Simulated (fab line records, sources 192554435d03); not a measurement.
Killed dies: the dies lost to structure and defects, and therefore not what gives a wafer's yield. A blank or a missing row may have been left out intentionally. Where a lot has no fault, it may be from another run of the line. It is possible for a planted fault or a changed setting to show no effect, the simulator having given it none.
fab line records | flow n5-finfet
[record] lots = 4 wafers = 12 last-day = 19
route steps=1938 shown SD_EPI_P@300 SD_ACTIVATION@330 BEOL_M4@1111 PASSIVATION@1936
lots that met no fault: from a run of the same line without faults
start-h: hours from the record's first day to the start of the lot's first wafer shown | wait-h: hours elapsed since this lot's preceding step | " repeats the value in the row above | L1.1+2: one row covering several wafers at once | - no value, or no start given | * or withheld: withheld | < > ~ a bound
route shown NAME@n: NAME is a module with steps in the file, n the number in the route of the first one | usual: mean and standard deviation over wafers with no fault | same: alike in all rows | chamber/n: place in a boat | sites: per-site readings | _std_site: the values' standard deviation | _edge_site: outer sites' mean less inner sites' | radius-mm: how far each site lies from the wafer's centre | mask NAME#n: copy n | behind: the last tool/chamber to shape the wafer | hold: cause of the lot's hold/its duration in hours/its outcome | device: which transistor (n, p or np) failed to switch | end of line: the route-end tests of the same wafers | a step given without rows: its recipe and nothing more | killed: count of dies lost to structure and defects at first sort (not the wafer's yield) | map: dies across one wafer; x = killed, . = not, _ = none there
set.NAME: the setting the step ran with; set.NAME@STEP: the setting that earlier step ran with | model.NAME: the simulator's own value behind a step, which no gauge read
certain route steps with their lots: each step a table, each wafer a row
services: the hour from which a tool's chamber was out of use, counted from the record's first day as start-h (under 0 if before that day), plus the number of hours and why
[[steps]]
[step N5_SD_EPI_P_EXPOSE_06]
[recipe] mask-id = SD_P_BLK na = 1.35 source-shape = conventional sigma-outer = 0.8 polarization = unpolarized target-cd-nm = 240 dose-mj = 39.5
[step N5_SD_EPI_P_PEB_07]
[recipe] peb-temp-c = 110 peb-time-s = 60 resist = CAR-ArF-block
[step N5_SD_EPI_P_DEVELOP_08]
[recipe] develop-time-s = 30 developer = TMAH resist = CAR-ArF-block dev-temp-c = 23 rinse-liquid = diw dry = air-spin
[step N5_SD_EPI_P_DESCUM_14]
[recipe] chemistry = O2 time-s = 7.9 source-power-w = 50 bias-power-w = 20 pressure-mtorr = 20 rf-frequency-hz = 2.712e+07 temp-c = 40 resist = CAR-ArF-block o2-flow-sccm = 225
[step N5_SD_EPI_P_ETCH_36]
[recipe] chemistry = CF4 target = SiARC target-depth-a = 455 mask-material = CAR-ArF-block time-s = 75.8 ion-energy-ev = 80 pressure-mtorr = 40 source-w = 545 bias-w = 36 Ar_flow_sccm = 100 cf4-flow-sccm = 100 ends = cleared
[step N5_SD_EPI_P_ETCH_37]
[recipe] chemistry = N2/H2 target = SOC overetch-a = 1080 mask-material = SiARC temp-c = 40 ion-energy-ev = 100 source-w = 3000 bias-w = 133 pressure-mtorr = 20 time-s = 486 n2-flow-sccm = 200 h2-flow-sccm = 200 ends = end-point
[step N5_SD_EPI_P_STRIP_38]
[recipe] chemistry = N2/H2 temp-c = 40 n2-flow-sccm = 200 h2-flow-sccm = 200 rf-frequency-hz = 6e+07
[step N5_SD_EPI_P_ETCHBACK_46]
[recipe] chemistry = CH3F/O2 mode = anisotropic-etchback target = SiNx target-depth-a = 175 stop-on = SiO2 over-etch-frac = 0.3 ion-energy-ev = 120 pressure-mtorr = 30 source-w = 395 bias-w = 73 Ar_flow_sccm = 150 CH3F_flow_sccm = 30 O2_flow_sccm = 20
[step N5_SD_EPI_P_ETCH_47]
[recipe] chemistry = CH3F/O2 target = SiOCN target-depth-a = 250 mask-material = SOC ion-energy-ev = 60 bias-w = 29 pressure-mtorr = 30 source-w = 410 Ar_flow_sccm = 150 CH3F_flow_sccm = 30 O2_flow_sccm = 20
[step N5_SD_EPI_P_ETCH_16]
[recipe] chemistry = CHF3/O2 target = SiO2 target-depth-a = 50 mask-material = SOC pressure-mtorr = 30 source-w = 650 bias-w = 170 Ar_flow_sccm = 200 CHF3_flow_sccm = 50 O2_flow_sccm = 5 ion-energy-ev = 200
[usual] O2_flow_sccm = 5.002/0.016 drypump-motor-current-A = 5.8/0.49 oes-product-au = 0.81/0.1 rf-vpp-V = 519/8 showerhead-plenum-p-Torr = 2.42/0.07 throttle-valve-pct = 18.8/0.33
// columns lot.wafer tool chamber start-h wait-h O2_flow_sccm drypump-motor-current-A oes-product-au rf-hours-counter-h rf-vpp-V showerhead-plenum-p-Torr throttle-valve-pct
L798.1 rie-diel-01 3 54.27 0.1 4.993 5.4 0.71 213 537 2.39 18.8
L798.4 " 1 " " 5.019 5.8 1.00 - 513 2.56 18.3
L798.5 " 0 " " 5.005 6.5 0.87 - 515 2.43 18.5
L813.4 rie-diel-01 3 143.10 0.1 5.013 5.4 0.70 244 535 2.38 18.9
L813.5 " 1 " " 5.029 5.8 0.93 - 512 2.55 18.3
L813.6 " 0 " " 4.988 6.4 0.84 - 515 2.42 18.6
L814.1 rie-diel-01 2 152.58 0.1 4.995 5.7 0.88 30 526 2.45 18.7
L814.2 " 3 " " 4.978 5.4 0.70 246 536 2.38 18.9
L814.5 " 2 " " 5.008 5.7 0.87 - 526 2.45 18.7
L820.2 rie-diel-02 3 198.52 0.1 5.021 6.2 0.68 225 530 2.30 19.1
L820.4 " 2 " " 4.993 6.4 0.96 7 520 2.36 18.9
L820.5 " 0 " " 5.020 5.6 0.93 - 514 2.37 18.8
[step N5_SD_EPI_P_STRIP_50]
[recipe] chemistry = CHF3/O2 resist = SiARC rf-frequency-hz = 6e+07
[step N5_SD_EPI_P_SD_RECESS_17]
[recipe] chemistry = HBr/Cl2/O2 target-depth-a = 391 bt-time-s = 3 pressure-mtorr = 10 icp-w = 800 bias-w = 112 HBr_flow_sccm = 150 Cl2_flow_sccm = 80 O2_flow_sccm = 12
[step N5_SD_EPI_P_WET_ETCH_45]
[recipe] chemistry = dHF dilution = withheld time-s = 10.7 target = SiO2 target-depth-a = 20 temp-c = 25 dry = ipa-marangoni rinse-time-s = 30 rinse-temp-c = 23
[step N5_SD_EPI_P_STRIP_40]
[recipe] chemistry = N2/H2 power-w = 1000 temp-c = 250 h2-frac = 0.65 overash-fraction = 0.3 pressure-mtorr = withheld n2-flow-sccm = 1750 h2-flow-sccm = 3250
[step N5_SD_EPI_P_PRECLEAN_52]
[recipe] chemistry = O3/DIW time-s = 60 temp-c = 22 o3-ppm = 10
[step N5_SD_EPI_P_SRD_20]
[recipe] dry = ipa-marangoni do-ppb = 5 time-s = 30 temp-c = 23 rinse-liquid = diw
[step N5_SD_EPI_P_PRECLEAN_51]
[recipe] chemistry = NF3:NH3 afs-cycles = 1 temp-c = 30 time-s = 20 sublimation-temp-c = 180 sublimation-time-s = 60 pressure-torr = 3 rf-power-w = 30
[step N5_SD_EPI_P_VAPOR_ETCH_44]
[recipe] chemistry = NF3/Ar target = SiGe30 temp-c = 25 time-s = 3.3 mode = isotropic
[step N5_SD_EPI_P_EPI_21]
[recipe] material = SiGe:B dopant = B temp-c = 550 pressure-torr = 20 ambient = H2 time-s = 355
[step N5_SD_EPI_P_HM_STRIP_48]
[recipe] chemistry = H3PO4 temp-c = 160 material = SiNx target = SiNx target-depth-a = 30 overetch-fraction = 0.3
[step N5_SD_EPI_P_SRD_49]
[recipe] dry = ipa-marangoni time-s = 30 temp-c = 23 rinse-liquid = diw
[step N5_SD_EPI_P_PRECLEAN_24]
[recipe] chemistry = O3/DIW time-s = 45 temp-c = 22 o3-ppm = 10
[step N5_SD_EPI_P_PRECLEAN_32]
[recipe] chemistry = dHF time-s = 10 dilution = 500:1 temp-c = 25
[step N5_SD_EPI_P_PRECLEAN_33]
[recipe] chemistry = SC2 time-s = 45 temp-c = 35 mix = 1:1:50
[step N5_SD_EPI_P_SRD_25]
[recipe] time-s = 30 temp-c = 23 rinse-liquid = diw dry = ipa-marangoni
[step N5_SD_EPI_P_INSPECT_26]
[recipe] inspect-instrument = darkfield mode = post-epi
[usual] raw-defect-count = 178/41
// columns lot.wafer tool chamber start-h wait-h raw-defect-count
L798.1 defect-inspect-01 - 57.37 0.0 146
L798.4 " - " " 144
L798.5 " - " " 146
L813.4 defect-inspect-02 - 146.23 0.0 739
L813.5 " - " " 762
L813.6 " - " " 737
L814.1 defect-inspect-02 - 159.15 0.0 713
L814.2 " - " " 697
L814.5 " - " " 697
L820.2 defect-inspect-01 - 202.49 0.0 170
L820.4 " - " " 113
L820.5 " - " " 172
[step N5_SD_ACTIVATION_RTA_00]
[recipe] temp-c = 975 time-s = 0 ambient = N2 idle-temp-c = 600 ramp-up-c-per-s = 150 ramp-down-c-per-s = 60 cool-to-c = 600
[step N5_BEOL_M4_RC_MEAS_101]
[usual] DIBL_N = 37.2/2.1 DIBL_P = 37.3/2.3 IOFF_N = 0.18/0.041 IOFF_P = 0.24/0.042 ION_N = 680/13 ION_P = 466/7.7 SS_N = 71.8/0.68 SS_P = 73.5/0.66 VT_N = 249/3.6 VT_P = -248/3.4
// columns lot.wafer tool chamber start-h wait-h DIBL_N[mV/V] DIBL_P[mV/V] IOFF_N[nA/um] IOFF_P[nA/um] ION_N[uA/um] ION_P[uA/um] SS_N[mV/dec] SS_P[mV/dec] VT_N[mV] VT_P[mV]
L798.1 prober-02 0 175.95 0.0 40.5 41.3 0.23 0.31 683 466 72.5 74.0 246 -246
L798.4 " 0 " " 37.9 37.6 0.18 0.23 689 467 71.7 73.4 251 -248
L798.5 " 0 " " 39.8 39.2 0.22 0.26 676 460 71.9 73.7 245 -248
L813.4 prober-02 0 261.56 0.5 36.4 36.4 0.15 0.17 666 453 71.2 73.0 249 -256
L813.5 " 0 " " 36.9 37.7 0.15 0.19 664 446 71.6 73.6 250 -255
L813.6 " 0 " " 36.3 37.3 0.15 0.19 667 451 71.4 73.2 250 -254
L814.1 prober-02 0 270.93 0.0 36.5 38.3 0.18 0.26 693 477 71.9 73.7 248 -245
L814.2 " 0 " " 36.5 37.6 0.17 0.24 688 483 71.8 73.5 248 -247
L814.5 " 0 " " 40.1 42.2 0.26 0.34 710 488 73.0 75.3 243 -243
L820.2 prober-01 0 332.52 0.2 35.1 36.0 0.14 0.21 669 468 71.3 73.0 255 -251
L820.4 " 0 " " 35.4 37.4 0.15 0.25 672 469 71.0 72.8 251 -246
L820.5 " 0 " " 34.0 35.7 0.14 0.21 669 464 70.7 72.6 254 -249
[step N5_PASSIVATION_PROBE_49]
[usual] defect-limited-yield = 91.0/1.6 killed_at_M0_to_M3 = 35/11 killed_at_M4_up = 14/5.3 killed-at-contacts = 13/6.7 killed-at-front-end = 41/12 killed-at-other = 3.9/2.7 killed-dies = 106/19 killed-open = 70/14 killed-short = 35/8.8 sort_bin_4_leakage = 0.01/0.058 sort_bin_5_function = 5.3/1 sort_bin_6_memory = 3.3/0.81 sort-n-pass = 1073/19 sort-yield-pct = 91.0/1.6
[same] gross-dies = 1180 killed-at-back-side = 0 sort_bin_8_speed[%] = 0
// columns lot.wafer tool chamber start-h wait-h defect-limited-yield[%] killed_at_M0_to_M3 killed_at_M4_up killed-at-contacts killed-at-front-end killed-at-other killed-dies killed-open killed-short sort_bin_4_leakage[%] sort_bin_5_function[%] sort_bin_6_memory[%] sort-n-pass sort-yield-pct[%]
L798.1 prober-02 - 294.80 0.0 90.5 34 21 24 30 3 112 73 32 0 5.8 3.2 1068 90.5
L798.4 prober-02 - 294.95 0.2 92.0 29 20 18 24 3 94 73 18 0 4.6 3.1 1086 92.0
L798.5 prober-02 - 295.00 0.2 93.0 19 16 12 34 2 83 54 25 0 4.1 2.5 1097 93.0
L813.4 prober-02 - 369.79 0.2 83.3 19 17 4 154 3 197 43 25 0 11.8 2.7 983 83.3
L813.5 prober-02 - 369.84 0.2 81.5 34 12 13 155 4 218 62 37 0 11.2 4.5 962 81.5
L813.6 prober-02 - 369.89 0.3 84.4 34 22 9 117 2 184 71 30 0 9.8 3.6 996 84.4
L814.1 prober-01 - 387.68 0.0 80.2 40 14 15 160 5 234 61 43 0 12.5 5.3 946 80.2
L814.2 prober-01 - 387.73 0.1 83.9 27 8 13 137 5 190 53 22 0 10.6 3.8 990 83.9
L814.5 prober-01 - 387.88 0.2 83.0 21 15 6 154 5 201 53 20 0.08 10.9 3.5 978 82.9
// killed by level:class
L798.1 MOL_CONTACT_COAG:geometric-particle:open=18 BEOL_M4:geometric-particle:open=11 BEOL_M2:geometric-particle:open=10 BEOL_M1:geometric-particle:open=9 FIN_SAQP:geometric-particle:open=7 BEOL_M2:geometric-particle:short=6 MOL_CONTACT_COAG:geometric-particle:short=6 GATE_CUT:geometric-particle:short=4
L798.4 MOL_CONTACT_COAG:geometric-particle:open=15 BEOL_M2:geometric-particle:open=13 BEOL_M4:geometric-particle:open=9 FIN_SAQP:geometric-particle:open=6 BEOL_M1:geometric-particle:open=6 BEOL_M3:geometric-particle:open=5 FIN_SAQP:geometric-particle:short=3 MOL_CONTACT_COAG:geometric-particle:short=3
L798.5 MOL_CONTACT_COAG:geometric-particle:open=10 FIN_SAQP:geometric-particle:open=7 STI_FIN_REVEAL:geometric-particle:open=7 BEOL_M4:geometric-particle:open=5 FIN_SAQP:geometric-particle:short=4 ILD0:geometric-particle:short=4 BEOL_M2:geometric-particle:open=4 BEOL_M0_SAQP:geometric-particle:open=3
L813.4 SD_EPI_P:unspecified=128 BEOL_M4:geometric-particle:open=11 BEOL_M0_SAQP:geometric-particle:short=6 FIN_SAQP:geometric-particle:open=5 BEOL_M1:geometric-particle:open=5 STARTING-WAFER:geometric-particle:short=5 MOL_CONTACT_COAG:geometric-particle:open=4 BEOL_M0_SAQP:geometric-particle:open=4
L813.5 SD_EPI_P:unspecified=119 BEOL_M0_SAQP:geometric-particle:open=12 FIN_SAQP:geometric-particle:short=11 FIN_SAQP:geometric-particle:open=9 MOL_CONTACT_COAG:geometric-particle:open=9 STI_FIN_REVEAL:geometric-particle:open=8 BEOL_M0_SAQP:geometric-particle:short=7 BEOL_M1:geometric-particle:open=6
L813.6 SD_EPI_P:unspecified=80 BEOL_M0_SAQP:geometric-particle:short=13 FIN_SAQP:geometric-particle:open=12 BEOL_M4:geometric-particle:open=12 MOL_CONTACT_COAG:geometric-particle:open=9 BEOL_M0_SAQP:geometric-particle:open=7 STI_FIN_REVEAL:geometric-particle:open=6 BEOL_M1:geometric-particle:open=6
L814.1 SD_EPI_P:unspecified=129 MOL_CONTACT_COAG:geometric-particle:open=10 BEOL_M0_SAQP:geometric-particle:open=10 FIN_SAQP:geometric-particle:short=7 FIN_SAQP:geometric-particle:open=7 BEOL_M0_SAQP:geometric-particle:short=7 BEOL_M3:geometric-particle:open=6 BEOL_M1:geometric-particle:short=5
L814.2 SD_EPI_P:unspecified=115 MOL_CONTACT_COAG:geometric-particle:open=12 BEOL_M0_SAQP:geometric-particle:short=8 STI_FIN_REVEAL:geometric-particle:open=6 BEOL_M3:geometric-particle:open=5 GATE_CUT:geometric-particle:open=4 BEOL_M0_SAQP:geometric-particle:open=4 FIN_SAQP:geometric-particle:open=3
L814.5 SD_EPI_P:unspecified=125 STI_FIN_REVEAL:geometric-particle:open=10 BEOL_M0_SAQP:geometric-particle:open=8 FIN_SAQP:geometric-particle:open=6 MOL_CONTACT_COAG:geometric-particle:open=6 FIN_SAQP:geometric-particle:short=4 BEOL_M2:geometric-particle:open=4 BEOL_M4:geometric-particle:open=4
// map L813.5 (x killed, . not)
_________________......x.x...________________
______________.x........x....x.x_____________
___________.x....x...x...........x.__________
__________.x....................x..._________
________...x.........................._______
_______......x....x.....x.........x....______
______..x..............................._____
_____...............x.........x..........____
____........x.........x.x....x.........x..___
___.........x..x.........x.................__
___.......x..........x.........xx..x...x...__
__...........x.......x.....xxxxxx..x........_
__.x.x.........x......x.....x.xxxx..x.x.x..._
_.x.........x.x...........xxxxxxxxxx.x.......
_.......................x..xxxxxxxxx.x.......
_.x..x...................xxxxxxxxxxxxxx.....x
_..........x.....x.....x.xxxxxxxxxxxxxx...x..
_x........................xxxxxxxxxxxxx.x....
_........................xxxxxxxxxxxxx.......
_....x.................x...xx.xxxx.x.x.xxxx..
_x........................xx.xxxxxxxxx.......
__...............x.........x..xx.x.x........_
__..x......x..........xx...x..xx..x........._
___.................x............x...x.x.x.__
___..........x.......x..x............xx....__
____...x............x.....x...............___
_____.............x.................x....____
______x.....x...x..x.x......xx.......x.._____
_______................................______
________...x..x.......x.xx.....x......_______
__________....................x..x.._________
___________.................x...xx.__________
______________.................._____________
_________________..........x.________________
// map L814.1 (x killed, . not)
_________________............________________
______________.................._____________
___________..........x...x.........__________
__________x...x......x..........xx.._________
________.....x..x...........x........._______
_______.................x.............x______
______...x...x.....x....xx...xx....x...._____
_____x.........x......x..x........xx.....____
____........x...x.........................___
___...........x....x.x..x.............xx...__
___.........x.................x............__
__.........x..x.x..........................._
__....x...xx..x..x........x.x.............x._
_....x...xxxxxxx.x....xx...x.....x......x....
_.....xxxxxxxxxxx.x.x.....xx............x.x..
_.......xxxxxxxxxxx..x........x..............
_x.....xxxxxxxxxxx.......x......x......x...x.
_....xxxxxxxxxxxxxxx..............x.........x
_...x.xxxxxxxxxxxxxx.........................
_....xxxxxxxxxxxxxxx............x.......x....
_x...xxxxxxxxxxxx.xx.........................
__.x..xxxxxxxxxx.xx.x.....x................._
__......x.xxxxxx.....x.x....x.....x..x......_
___.....x..x.x..x.........x..x.........x...__
___......x..x..........x..x................__
____.......x..x....x.........x....xx......___
_____x.......x...........x......x.......x____
______..x.......x.......x..xx..........._____
_______................x.......x.......______
________.......x....x....x........x.x._______
__________.....x...................._________
___________........................__________
______________................x._____________
_________________............________________
[[services]]
// columns tool chamber start-h hours kind
rie-diel-01 2 48.74 - clean
rie-diel-01 2 48.74 - consumable-replace:focus-ring
rie-diel-01 2 48.74 18.0 scheduled-down
rie-diel-01 2 48.74 18.0 vent-cycle
rie-diel-01 1 74.60 31.8 repair
rie-diel-02 0 105.21 - clean
rie-diel-02 0 105.21 - consumable-replace:focus-ring
rie-diel-02 0 105.21 21.7 scheduled-down
rie-diel-02 0 105.21 21.7 vent-cycle
rie-diel-02 2 152.47 - clean
rie-diel-02 2 152.47 - consumable-replace:focus-ring
rie-diel-02 2 152.47 24.3 scheduled-down
rie-diel-02 2 152.47 24.3 vent-cycle
rie-diel-01 3 172.28 - clean
rie-diel-01 3 172.28 - consumable-replace:focus-ring
rie-diel-01 3 172.28 17.3 scheduled-down
rie-diel-01 3 172.28 17.3 vent-cycle
rie-diel-02 - 186.52 0.8 repair
[[key]]
[first-sign] step = N5_SD_EPI_P_INSPECT_26 reading = raw-defect-count direction = up sigmas = 13 usual = 178 struck = 724
[effect] step = N5_PASSIVATION_PROBE_49 reading = killed-at-front-end direction = up sigmas = 8.6 usual = 41 struck = 146
[more-kills-born-at] N5_SD_EPI_P_ETCH_16@rie-diel-01 = 696
met-at N5_SD_EPI_P_ETCH_16
struck-wafers L813.4,L813.5,L813.6,L814.1,L814.2,L814.5
onset-between 54.27 143.10
[fault] kind = chamber-particle-source tool = rie-diel-01 chamber = - onset-h = 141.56 steps = N5_SD_EPI_P_ETCH_16 rate-per-visit-cm2 = 0.79232 end-h = 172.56
